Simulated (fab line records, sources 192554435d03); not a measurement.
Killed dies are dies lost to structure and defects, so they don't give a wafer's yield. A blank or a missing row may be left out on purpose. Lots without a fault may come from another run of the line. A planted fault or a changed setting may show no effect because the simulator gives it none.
fab line records | flow n5_finfet | part 2 of 2: steps 21 to 26 of 26
record lots=5 wafers=15 last_day=21
route steps=1938 shown BEOL_M11@1555
lots that met no fault: from a run of the same line without faults
start_h: hours from the record's first day to the start of the lot's first wafer shown | wait_h: hours since the lot's step before | " the same as in the row above | L1.1+2: a row that stands for several wafers | - no value, or no start given | * or withheld: withheld | < > ~ a bound
route shown NAME@n: a module of which the file shows steps, and the number in the route of the first | usual: mean/standard deviation of fault-free wafers | same: alike in all rows | chamber/n: place in a boat | sites: the reading at each site | _std_site: their standard deviation | _edge_site: outer sites' mean less inner sites' | radius_mm: how far each site lies from the wafer's centre | mask NAME#n: copy n | behind: the tool/chamber that last shaped the wafer | hold: why the lot was held/for how many hours/how that ended | device: the transistor (n, p or np) that didn't switch | end of line: the same wafers' tests at the end of the route | a step without rows: its recipe alone | killed: dies lost to structure and defects at the first sort, not the wafer's yield | map: a wafer's dies, x killed, . not, _ none there
set.NAME: the setting as run; set.NAME@STEP: as run at that earlier step | model.NAME: the simulator's own value behind a step, which no gauge read
lots at some steps of the route; a table a step, a row a wafer
services: from which hour (start_h, from the record's first day; less than 0 if before it) a tool's chamber was out of use, for how many hours, and why
## steps
# step N5_BEOL_M11_VIA_ETCH_34
# recipe chemistry=C4F6/O2 target=SiCOH_lowk target_depth_a=1845 mask_material=SOC taper_deg=4 time_s=69.2 ion_energy_ev=250 pressure_mtorr=30 source_w=345 bias_w=185 Ar_flow_sccm=300 C4F6_flow_sccm=10 O2_flow_sccm=10
# usual chamber_pressure_mTorr=30.00/0.043 drypump_motor_current_A=5.9/0.37 oes_product_au=0.80/0.061 rf_vpp_V=663/8.1 showerhead_plenum_p_Torr=2.84/0.085 throttle_valve_pct=20.90/0.21
# same time_s=69.2
# columns lot.wafer tool chamber start_h wait_h chamber_pressure_mTorr drypump_motor_current_A oes_product_au rf_hours_counter_h rf_vpp_V showerhead_plenum_p_Torr throttle_valve_pct
L077.2 rie_diel-03 0 288.65 0.0 29.98 6.0 0.83 68 671 2.78 21.11
L077.3 " 1 " " 29.96 5.2 0.67 249 674 2.91 20.75
L077.5 " 2 " " 30.01 5.9 0.81 - 658 2.88 20.93
L079.2 rie_diel-06 0 307.26 0.0 30.01 6.5 0.74 178 669 2.95 20.91
L079.5 " 1 " " 30.02 6.3 0.89 - 650 2.79 20.99
L079.6 " 0 " " 30.05 6.5 0.74 - 669 2.95 20.90
L090.1 rie_diel-01 0 408.26 0.0 30.00 5.4 0.83 69 657 2.78 21.00
L090.2 " 2 " " 30.01 5.7 0.76 127 672 2.85 21.17
L090.4 " 3 " " 30.00 6.1 0.83 87 653 2.87 20.79
L094.2 rie_diel-03 0 461.27 0.0 29.97 6.0 0.78 116 671 2.76 21.17
L094.3 " 1 " " 30.05 5.2 0.89 33 675 2.90 20.44
L094.4 " 3 " " 30.00 6.2 0.74 173 656 2.72 20.79
L089.4 rie_diel-06 3 461.79 0.0 30.02 5.8 0.87 34 666 3.01 20.44
L089.5 " 1 " " 29.96 6.3 0.84 - 650 2.77 21.03
L089.6 " 2 " " 29.98 5.5 0.73 - 663 2.85 20.94
# step N5_BEOL_M11_STRIP_73
# recipe chemistry=C4F6/O2 resist=SiARC rf_frequency_hz=6e+07
# columns lot.wafer tool chamber start_h wait_h
L077.2+3+5 rie_diel-03 0,1,2 288.70 0.0
L079.2+5+6 rie_diel-06 0,1,0 307.31 0.0
L090.1+2+4 rie_diel-01 0,2,3 408.32 0.0
L094.2+3+4 rie_diel-03 0,1,3 461.32 0.0
L089.4+5+6 rie_diel-06 3,1,2 461.84 0.0
# step N5_BEOL_M11_STRIP_36
# recipe chemistry=N2/H2 power_w=450 temp_c=40 pressure_mtorr=20 rf_frequency_hz=6e+07 overash_fraction=0.3 bias_power_w=7 h2_frac=0.5 n2_flow_sccm=200 h2_flow_sccm=200
# usual chamber_pressure_mTorr=20.00/0.041 drypump_motor_current_A=5.9/0.36 oes_product_au=0.80/0.06 rf_vpp_V=59.5/1.8 showerhead_plenum_p_Torr=2.54/0.082 throttle_valve_pct=23.62/0.24
# same overash_fraction=0.3
# columns lot.wafer tool chamber start_h wait_h chamber_pressure_mTorr drypump_motor_current_A oes_product_au rf_hours_counter_h rf_vpp_V showerhead_plenum_p_Torr throttle_valve_pct
L077.2 rie_diel-03 0 288.71 0.0 20.07 6.0 0.85 68 60.0 2.47 23.77
L077.3 " 1 " " 19.94 5.2 0.68 250 60.3 2.60 23.51
L077.5 " 2 " " 20.03 5.9 0.81 - 57.2 2.57 23.68
L079.2 rie_diel-06 0 307.32 0.0 19.89 6.5 0.76 178 61.8 2.63 23.75
L079.5 " 1 " " 20.01 6.3 0.88 - 58.8 2.48 23.68
L079.6 " 0 " " 20.05 6.5 0.74 - 60.3 2.63 23.73
L090.1 rie_diel-01 0 408.33 0.0 19.95 5.4 0.84 69 55.5 2.47 23.69
L090.2 " 2 " " 19.98 5.7 0.78 127 60.6 2.55 24.02
L090.4 " 3 " " 20.05 6.0 0.84 87 60.3 2.57 23.58
L094.2 rie_diel-03 0 461.33 0.0 20.00 6.0 0.79 116 57.7 2.45 23.78
L094.3 " 1 " " 19.98 5.2 0.90 33 59.0 2.59 23.22
L094.4 " 3 " " 20.04 6.2 0.74 173 58.8 2.42 23.34
L089.4 rie_diel-06 3 461.85 0.0 19.96 5.8 0.88 34 62.5 2.70 23.19
L089.5 " 1 " " 20.02 6.3 0.85 - 60.9 2.47 23.75
L089.6 " 2 " " 20.06 5.5 0.74 - 58.5 2.53 23.52
# step N5_BEOL_M11_TRENCH_ETCH_37
# recipe chemistry=C4F6/O2 target_depth_a=1488.3 target=SiCOH_lowk time_s=48 ion_energy_ev=250 pressure_mtorr=30 source_w=345 bias_w=185 Ar_flow_sccm=300 C4F6_flow_sccm=10 O2_flow_sccm=10
# usual chamber_pressure_mTorr=29.99/0.032 drypump_motor_current_A=5.9/0.37 oes_product_au=0.80/0.061 rf_vpp_V=663/8.1 showerhead_plenum_p_Torr=2.84/0.086 throttle_valve_pct=20.92/0.2
# same time_s=48
# columns lot.wafer tool chamber start_h wait_h chamber_pressure_mTorr drypump_motor_current_A oes_product_au rf_hours_counter_h rf_vpp_V showerhead_plenum_p_Torr throttle_valve_pct
L077.2 rie_diel-03 0 - - 30.01 6.0 0.84 68 671 2.78 21.13
L077.3 " 1 " " 30.00 5.2 0.68 250 675 2.91 20.79
L077.5 " 2 " " 30.03 5.9 0.81 - 656 2.88 20.95
L079.2 rie_diel-06 0 - - 30.03 6.5 0.74 178 669 2.95 20.92
L079.5 " 1 " " 29.96 6.3 0.88 - 650 2.79 21.01
L079.6 " 0 " " 29.99 6.5 0.75 - 670 2.95 20.93
L090.1 rie_diel-01 0 - - 29.96 5.4 0.83 69 658 2.78 21.01
L090.2 " 2 " " 29.99 5.7 0.76 127 672 2.85 21.19
L090.4 " 3 " " 30.00 6.0 0.84 87 653 2.87 20.82
L094.2 rie_diel-03 0 - - 29.99 6.0 0.79 116 672 2.76 21.18
L094.3 " 1 " " 30.04 5.2 0.90 33 676 2.90 20.49
L094.4 " 3 " " 30.01 6.2 0.74 173 655 2.72 20.82
L089.4 rie_diel-06 3 - - 29.94 5.8 0.88 34 664 3.01 20.48
L089.5 " 1 " " 30.00 6.3 0.85 - 651 2.77 21.05
L089.6 " 2 " " 30.02 5.5 0.74 - 663 2.85 20.98
# step N5_BEOL_M11_ETCH_41
# recipe chemistry=CH3F/O2 target=SiCN target_depth_a=426 taper_deg=2 time_s=86 ion_energy_ev=120 mask_material=TiN pressure_mtorr=30 source_w=395 bias_w=75 Ar_flow_sccm=150 CH3F_flow_sccm=30 O2_flow_sccm=20
# usual chamber_pressure_mTorr=30.00/0.039 drypump_motor_current_A=5.9/0.36 oes_product_au=0.80/0.061 rf_vpp_V=297.3/1.5 showerhead_plenum_p_Torr=2.00/0.063 throttle_valve_pct=16.30/0.2
# same time_s=86
# columns lot.wafer tool chamber start_h wait_h chamber_pressure_mTorr drypump_motor_current_A oes_product_au rf_hours_counter_h rf_vpp_V showerhead_plenum_p_Torr throttle_valve_pct
L077.2 rie_diel-03 0 - - 30.02 6.0 0.83 68 296.1 1.95 16.44
L077.3 " 1 " " 30.02 5.2 0.67 250 297.9 2.05 16.25
L077.5 " 2 " " 29.92 5.9 0.80 - 297.6 2.03 16.29
L079.2 rie_diel-06 0 - - 30.02 6.5 0.75 178 298.1 2.08 16.35
L079.5 " 1 " " 30.01 6.3 0.90 - 296.0 1.96 16.35
L079.6 " 0 " " 30.00 6.5 0.75 - 298.1 2.08 16.33
L090.1 rie_diel-01 0 - - 29.99 5.4 0.83 70 296.9 1.95 16.35
L090.2 " 2 " " 29.98 5.7 0.76 127 297.9 2.01 16.60
L090.4 " 3 " " 29.98 6.1 0.83 87 297.2 2.02 16.19
L094.2 rie_diel-03 0 - - 30.00 6.0 0.78 116 298.0 1.94 16.54
L094.3 " 1 " " 29.98 5.2 0.90 33 299.3 2.04 15.84
L094.4 " 3 " " 30.02 6.2 0.74 173 295.3 1.91 16.26
L089.4 rie_diel-06 3 - - 29.99 5.8 0.88 34 298.7 2.12 15.86
L089.5 " 1 " " 30.01 6.3 0.84 - 295.9 1.95 16.40
L089.6 " 2 " " 29.66 5.5 0.74 - 297.4 2.00 16.38
# step N5_BEOL_M11_STRIP_77
# recipe chemistry=N2/H2 time_s=10 power_w=450 temp_c=40 pressure_mtorr=20 rf_frequency_hz=6e+07 bias_power_w=7 n2_flow_sccm=200 h2_flow_sccm=200
# usual chamber_pressure_mTorr=19.999/0.021 drypump_motor_current_A=5.9/0.36 oes_product_au=0.80/0.062 rf_vpp_V=59.3/0.74 showerhead_plenum_p_Torr=2.54/0.082 throttle_valve_pct=23.62/0.24
# same time_s=10
# columns lot.wafer tool chamber start_h wait_h chamber_pressure_mTorr drypump_motor_current_A oes_product_au rf_hours_counter_h rf_vpp_V showerhead_plenum_p_Torr throttle_valve_pct
L077.2 rie_diel-03 0 - - 20.028 6.0 0.84 68 59.9 2.47 23.73
L077.3 " 1 " " 20.014 5.2 0.68 250 60.0 2.60 23.52
L077.5 " 2 " " 20.010 5.9 0.80 - 60.0 2.57 23.74
L079.2 rie_diel-06 0 - - 19.999 6.5 0.74 178 59.2 2.63 23.76
L079.5 " 1 " " 20.026 6.3 0.89 - 59.1 2.48 23.69
L079.6 " 0 " " 19.993 6.5 0.74 - 59.2 2.63 23.77
L090.1 rie_diel-01 0 - - 20.000 5.4 0.83 70 61.0 2.47 23.66
L090.2 " 2 " " 19.980 5.7 0.77 127 59.2 2.55 23.99
L090.4 " 3 " " 19.987 6.1 0.83 87 59.0 2.57 23.58
L094.2 rie_diel-03 0 - - 20.014 6.0 0.78 116 58.6 2.45 23.82
L094.3 " 1 " " 20.021 5.2 0.90 33 59.3 2.59 23.19
L094.4 " 3 " " 19.993 6.2 0.74 173 59.5 2.42 23.35
L089.4 rie_diel-06 3 - - 19.969 5.8 0.89 34 60.0 2.70 23.21
L089.5 " 1 " " 20.035 6.3 0.84 - 59.6 2.47 23.74
L089.6 " 2 " " 20.031 5.5 0.73 - 60.8 2.53 23.49
## services
# columns tool chamber start_h hours kind
arfi_scanner-03 - 263.88 3.9 pm
rie_diel-06 3 270.58 2.7 repair
rie_metal-02 1 291.93 7.4 repair
rie_metal-01 - 300.39 1.4 pm
arfi_scanner-01 - 319.67 1.3 pm
rie_diel-01 0 323.77 1.3 repair
arfi_scanner-03 - 339.68 2.4 repair
arfi_scanner-01 - 368.81 1.0 pm
arfi_scanner-01 - 378.34 1.0 pm
arfi_scanner-03 - 382.06 1.3 pm
arfi_scanner-03 - 386.63 1.0 pm
arfi_scanner-01 - 389.17 0.8 pm
arfi_scanner-03 - 401.06 0.8 pm
rie_metal-01 - 405.32 0.6 repair
arfi_scanner-03 - 409.71 4.9 pm
arfi_scanner-01 - 424.34 0.5 repair
rie_diel-01 - 424.75 0.6 repair
arfi_scanner-03 - 425.20 3.1 pm
arfi_scanner-03 - 431.42 1.0 repair
arfi_scanner-01 - 445.17 1.3 pm
arfi_scanner-01 - 446.47 4.9 pm
arfi_scanner-03 - 451.63 0.9 repair
arfi_scanner-01 - 452.27 5.9 repair
rie_metal-01 1 456.70 2.4 repair
